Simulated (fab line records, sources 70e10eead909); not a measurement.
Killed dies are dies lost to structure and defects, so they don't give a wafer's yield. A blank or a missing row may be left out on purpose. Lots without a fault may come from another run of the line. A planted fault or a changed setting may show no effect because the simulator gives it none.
A struck lot beside a sound one | flow nand_harc | 12 steps out of a route of 1159
Sound: wafers L597.1, L597.2, L597.4. Struck: wafers L617.1, L617.3, L617.5. The cause comes at the end.
At each step with rows: each side's tool, then ch and its chambers, then its first start. Under that, the readings that differ: sound wafers | struck wafers | difference of the means | sigmas: that difference in standard deviations of wafers without a fault.
alike: readings whose means differ by less than 2 such deviations, and words and numbers that are the same on both sides. not compared: withheld readings, readings that some wafer has no value for, bounds like >300 that may hide the same value, and numbers for which the record gives no deviation and whose values overlap.
The two part at a step that has a row with sigmas, a row that says differs or no value, or rows on one side only. Numbers that don't overlap but have no deviation are shown without sigmas and don't part them. A reading that every wafer of one side lacks parts them only if that side has two wafers or more.

first, 3 steps without rows for these wafers: NHARC_A_STAIRCASE_PEB_439 (peb time 130 s); NHARC_A_STAIRCASE_DEVELOP_440 (time 140 s); NHARC_A_STAIRCASE_HARDBAKE_442 (time 140 s).
NHARC_A_STAIRCASE_DESCUM_443: chemistry O2, time 3 s.
  sound on rie_diel-05 ch 0,2,3, day 13 03:24; struck on rie_diel-01 ch 0,3, day 18 23:16
  alike: drypump_motor_current_A, oes_product_au, rf_vpp_V, showerhead_plenum_p_Torr, throttle_valve_pct
  not compared: rf_hours_counter_h
NHARC_A_STAIRCASE_ETCH_444: etches the open film in C4F8/O2, target depth 10200 nm, time 3400 s.
  sound on rie_diel-05 ch 0,1,2, day 13 03:34; struck on rie_diel-01 ch 1,3, day 18 23:20
  alike: oes_product_au, rf_vpp_V
  not compared: rf_hours_counter_h
NHARC_A_STAIRCASE_STRIP_446: strips in O2.
  sound on plasma_asher-01 ch 0,1, day 13 05:58; struck on plasma_asher-02 ch 0,1, day 19 02:17
  alike: drypump_motor_current_A, heater_power_w
  not compared: rf_hours_counter_h
then, 3 steps without rows for these wafers: NHARC_A_STAIRCASE_STRIP_447 (strips in SPM, time 900 s); NHARC_A_STAIRCASE_PRECLEAN_448 (cleans in SC1); NHARC_A_STAIRCASE_SRD_449.
NHARC_A_STAIRCASE_CMP_450: polishes SiO2, target thk 200 nm.
  sound on cmp-02 ch 1,2,3, day 13 06:46; struck on cmp-03 ch 0,2,3, day 19 03:04
  alike: edge_zone_pressure_frac, motor_current_A
NHARC_A_STAIRCASE_CMP_152: polishes.
  sound on cmp-02 ch 1,2,3, day 13 06:50; struck on cmp-03 ch 0,2,3, day 19 03:08
  no value came back on the struck wafers for edge_zone_pressure_frac, motor_current_A (A); on the sound wafers edge_zone_pressure_frac reads 0.999 0.999 0.996
-- the record jumps here: 6 days lie between the struck wafers' starts before and after (it left off in module A_STAIRCASE and takes up again in module END, whose first step shown is number 1159 of the route) --
NHARC_END_SORT_01:
  the record has rows for the struck wafers here (prober-02 ch 0, day 25 04:46) and none for the sound ones

WHERE THEY PART
First at NHARC_A_STAIRCASE_CMP_152; last, within this record, at NHARC_END_SORT_01.

WHY: what the simulator had put in
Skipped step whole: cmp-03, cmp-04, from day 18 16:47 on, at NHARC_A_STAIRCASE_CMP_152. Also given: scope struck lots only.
